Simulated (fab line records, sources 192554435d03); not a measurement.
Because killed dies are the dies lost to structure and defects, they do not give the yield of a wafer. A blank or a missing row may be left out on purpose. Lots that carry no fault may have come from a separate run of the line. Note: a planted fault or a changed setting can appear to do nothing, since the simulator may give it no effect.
Problem report in the 8D (eight disciplines) form, filled by code ; flow n5 finfet ; the parts of the form that need people (team, actions taken, sign-off) are left out

1. WHAT WENT WRONG
Mean of run length s at N5_MOL_CONTACT_COAG_ALD_27: 5225.2 s across 3 wafers in 2 lots; on wafers with no fault it is 2769.8 s (standard deviation 0.7). So: +99 or more standard deviations from the usual mean.
The step: deposits SiOC, target thk 17 nm, pulse time 1.5 s, time 2720 s.
First seen on wafer L392.5, day 8 21:50, on ald sin-02. The record has a number at this step for 30 wafers belonging to 10 lots. Rule for "out" (also "out of limits"): further than 4 standard deviations from the usual mean. All remaining wafers that have a number are taken as sound.

2. WHAT THIS IS AND IS NOT
question;is;is not
which readings at this step;run length s;heater power w, precursor pulse height rel
which lots;L392, L393;L377, L378, L381, L382, L385, L386, L388, L390
which wafers of those lots;L392.5, L393.4, L393.5;L392.3, L392.6, L393.1
read on which tools;ald sin-02;ald sin-03, ald sin-04
when;from day 8 21:50;"up to then (26 sound wafers); but 1 sound wafer of L393 came after"

3. THE SUSPECTS, EACH WITH WHAT RULES IT OUT
Counting: a tool at a process step up to the reading stays a suspect if it ran every lot that is out. Sound lots after the first of them don't rule it out here, since some wafers of a struck lot are sound.
- rie diel-05 at N5_MOL_CONTACT_COAG_ETCH_106 (etches SOC in N2/H2, target depth 80 nm, overetch 16 nm, time 120 s): kept. It ran every lot that is out, first L392 (day 8 14:17); its last sound lot up to then is L390 (day 8 03:34).
- ald sin-02 at N5_MOL_CONTACT_COAG_ALD_27 (deposits SiOC, target thk 17 nm, pulse time 1.5 s, time 2720 s): kept. It ran every lot that is out, first L392 (day 8 21:50); its last sound lot up to then is L390 (day 8 13:58). Out on those wafers are its own readings of run length s.
Remaining after the count are rie diel-05 at N5_MOL_CONTACT_COAG_ETCH_106 and ald sin-02 at N5_MOL_CONTACT_COAG_ALD_27.

4. THE CAUSE (what the simulator had put in)
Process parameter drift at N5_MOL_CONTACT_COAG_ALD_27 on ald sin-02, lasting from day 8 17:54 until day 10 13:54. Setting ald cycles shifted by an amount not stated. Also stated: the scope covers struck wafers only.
Of the 2 suspects that counting leaves, this tool is one.

5. THE CHAIN OF EFFECTS, in route order
Each row: a reading where the mean over the struck wafers with a number is more than 3 standard deviations away from the usual. Only readings for which the record gives a usual standard deviation are gone through. hours: the time from each lot's start at the first step in this table that gives one to its start at this step, as a median over the lots. sigmas: the change in usual standard deviations.
hours;step;reading;usual;on struck wafers;change;sigmas
0;N5_MOL_CONTACT_COAG_ALD_27;run length s;2769.8 s;5225.2;+2455.4;+99 or more
It contains these process steps:
- N5_MOL_CONTACT_COAG_ALD_27: deposits SiOC, target thk 17 nm, pulse time 1.5 s, time 2720 s.
At these later measuring or inspecting steps, every struck wafer for which the step has a row has a number for every such reading, and none has moved that far: N5_BEOL_M4_RC_MEAS_101.

6. WHAT WOULD HAVE CAUGHT IT SOONER
In this record the first reading out of limits was taken at day 8 21:50, 4 hours after the fault began at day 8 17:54.
